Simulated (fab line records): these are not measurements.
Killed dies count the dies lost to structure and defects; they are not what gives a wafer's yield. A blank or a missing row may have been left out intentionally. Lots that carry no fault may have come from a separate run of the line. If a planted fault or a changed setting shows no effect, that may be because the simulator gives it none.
What tool caused it? + flow nand-harc + 18 wafers from 6 lots sampled at 2 of the route's 1302 steps

## WHAT EACH GAUGE READ, for each wafer
NHARC_P_GATE_CD_MEAS_91 targets a cd of 2000 nm.
| lot  | measured     | on        | cd-nm (nm)                                |
|------|--------------|-----------|-------------------------------------------|
| L212 | day 7 15:01  | cd-sem-02 | 1996.8 1999.4 1999.8                      |
| L214 | day 8 13:43  | cd-sem-02 | 2081.2 2080.5 2082.0 2080.9 2080.7 2082.2 |
| L220 | day 11 00:20 | cd-sem-02 | 1999.6 1999.8 2001.5                      |
| L224 | day 12 19:07 | cd-sem-03 | 1999.6 1999.0 1999.2                      |
| L227 | day 13 19:53 | cd-sem-01 | 1999.1 1997.9 1997.8                      |
| L229 | day 14 18:39 | cd-sem-01 | 2000.6 1999.7 2000.1                      |

## TOOL THAT RAN EACH LOT (tool first, then ch and the chambers of the sampled wafers, then the start)
| lot  | NHARC_P_GATE_EXPOSE_88            |
|------|-----------------------------------|
| L212 | krf-scanner-01 ch 0, day 7 14:52  |
| L214 | krf-scanner-01 ch 0, day 8 13:34  |
| L220 | krf-scanner-01 ch 0, day 11 00:11 |
| L224 | krf-scanner-01 ch 0, day 12 18:57 |
| L227 | krf-scanner-01 ch 0, day 13 19:43 |
| L229 | krf-scanner-04 ch 0, day 14 18:30 |
- NHARC_P_GATE_EXPOSE_88: exposes mask P HVN, target cd 2000 nm.

## THE ANSWER, worked out from the rows above alone
Rule: the usual values come from the lots themselves. Put in order of their means at a reading, lots are off if they are a third of the lots or fewer, leave a main group of 4 or more, and stand apart from it by a gap of 3 or more times the standard deviation of the main group's means; of several such gaps the widest counts. A main group whose means are all the same, to the digits that the tables above print for the reading, isn't used. A lot without any number at a reading at which 4 lots or more have one is off too. The other lots that the step has rows for count as sound.
Off: L214, at NHARC_P_GATE_CD_MEAS_91 (cd-nm). Main group: mean 1999.3 nm, sd 0.8.
A tool fits if, at a process step before that reading, it ran every lot that is off, and no sound lot after the first of them. Those tools and the gauges at NHARC_P_GATE_CD_MEAS_91 are tried in the same way. No candidate that was tried fits.

## WHAT HAD BEEN PUT IN BY THE SIMULATOR
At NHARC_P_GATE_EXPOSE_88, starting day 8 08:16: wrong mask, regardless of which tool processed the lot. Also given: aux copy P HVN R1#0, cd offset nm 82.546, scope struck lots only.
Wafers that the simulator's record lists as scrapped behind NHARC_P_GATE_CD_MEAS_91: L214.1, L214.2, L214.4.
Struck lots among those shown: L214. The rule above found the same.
